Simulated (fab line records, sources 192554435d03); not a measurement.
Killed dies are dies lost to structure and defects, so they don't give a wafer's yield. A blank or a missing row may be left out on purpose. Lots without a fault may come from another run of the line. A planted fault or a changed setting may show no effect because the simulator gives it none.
A struck lot beside a sound one | flow n5_finfet | 23 steps out of a route of 1938
Sound: wafers L388.1, L388.5, L388.6. Struck: wafers L380.1, L380.2, L380.6. The cause comes at the end.
At each step with rows: each side's tool, then ch and its chambers, then its first start. Under that, the readings that differ: sound wafers | struck wafers | difference of the means | sigmas: that difference in standard deviations of wafers without a fault.
alike: readings whose means differ by less than 2 such deviations, and words and numbers that are the same on both sides. not compared: withheld readings, readings that some wafer has no value for, bounds like >300 that may hide the same value, and numbers for which the record gives no deviation and whose values overlap.
The two part at a step that has a row with sigmas, a row that says differs or no value, or rows on one side only. Numbers that don't overlap but have no deviation are shown without sigmas and don't part them. A reading that every wafer of one side lacks parts them only if that side has two wafers or more.

first, 8 steps without rows for these wafers: N5_BEOL_M11_CVD_75 (deposits Co from CCTBA/H2, target thk 2 nm, time 138.9 s); N5_BEOL_M11_SPUTTER_48 (material Cu, target thk 12 nm, time 2 s); N5_BEOL_M11_ECD_50 (material Cu, target thk 318 nm); N5_BEOL_M11_ANNEAL_51 (time 90 s); N5_BEOL_M11_CMP_52 (polishes, stops on SiCOH lowk, t overpolish 7 s, target thk 140 nm); N5_BEOL_M11_PRE_CLEAN_55 (time 15 s); N5_BEOL_M11_DEP_56 (deposits SiCN from 3MS/NH3, target thk 30 nm, time 10.5 s); N5_BEOL_M12_ILD_DEP_00 (deposits SiOC from DEMS/O2, target thk 658.92 nm, time 130.7 s).
N5_BEOL_M12_COAT_58: time 60 s, resist thk 89 nm.
  sound on litho_track-05 ch 0, day 16 10:25; struck on litho_track-04 ch 0, day 15 01:34
  reading                                    | sound                | struck               | difference | sigmas
  spin_speed_rpm (rpm)                       | 1501.6 1499.9 1497.7 | 1441.8 1441.3 1440.9 | -58.4      | -53
  model.BARC_of_BEOL_M12_COAT_58.thk_nm (nm) | 89.2 89.4 89.2       | 91 91.2 91.2         | +2         |
  alike: resist_line_temp_C
then, 8 steps without rows for these wafers: N5_BEOL_M12_COAT_04 (resist thk 400 nm); N5_BEOL_M12_EBR_06; N5_BEOL_M12_SOFTBAKE_05 (time 60 s); N5_BEOL_M12_EXPOSE_07 (exposes mask V11); N5_BEOL_M12_PEB_08 (peb time 90 s); N5_BEOL_M12_DEVELOP_09 (develop time 45 s); N5_BEOL_M12_HARDBAKE_14 (time 120 s); N5_BEOL_M12_DESCUM_15 (chemistry O2, time 7.9 s).
N5_BEOL_M12_ETCH_59: etches BARC in N2/H2, target depth 89 nm, overetch 26.7 nm, time 67.9 s.
  sound on rie_diel-03 ch 0,2,3, day 16 11:16; struck on rie_diel-04 ch 1,2,3, day 15 02:28
  reading                  | sound             | struck            | difference | sigmas
  model.etch.depth_nm (nm) | 89.26 89.44 89.19 | 91.04 91.18 91.16 | +1.83      |
  alike: drypump_motor_current_A, oes_product_au, rf_vpp_V, showerhead_plenum_p_Torr, throttle_valve_pct
  not compared: rf_hours_counter_h
then, 2 steps without rows for these wafers: N5_BEOL_M12_VIA_ETCH_16 (etches SiOC in C4F8/O2/Ar, target depth 724.8 nm); N5_BEOL_M12_STRIP_63 (strips in N2/H2).
N5_BEOL_M12_STRIP_64: strips in N2/H2.
  sound on plasma_asher-01 ch 0,1, day 16 11:35; struck on plasma_asher-02 ch 0,1, day 15 02:46
  reading                      | sound             | struck            | difference | sigmas
  strip_time_to_endpoint_s (s) | 31.40 31.43 31.36 | 31.91 31.93 31.93 | +0.53      | +8
  alike: drypump_motor_current_A, heater_power_w, oes_product_au
  not compared: rf_hours_counter_h
then, 1 step without rows for these wafers: N5_BEOL_M12_STRIP_71 (strips in post etch residue remover, time 60 s).
N5_PASSIVATION_PROBE_49:
  the record has rows for the sound wafers here (prober-02, day 18 05:07) and none for the struck ones

WHERE THEY PART
First at N5_BEOL_M12_COAT_58; last, within this record, at N5_PASSIVATION_PROBE_49.

WHY: what the simulator had put in
Process parameter drift: litho_track-04, from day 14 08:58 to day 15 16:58, at N5_BEOL_M12_COAT_58. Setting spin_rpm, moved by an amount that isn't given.
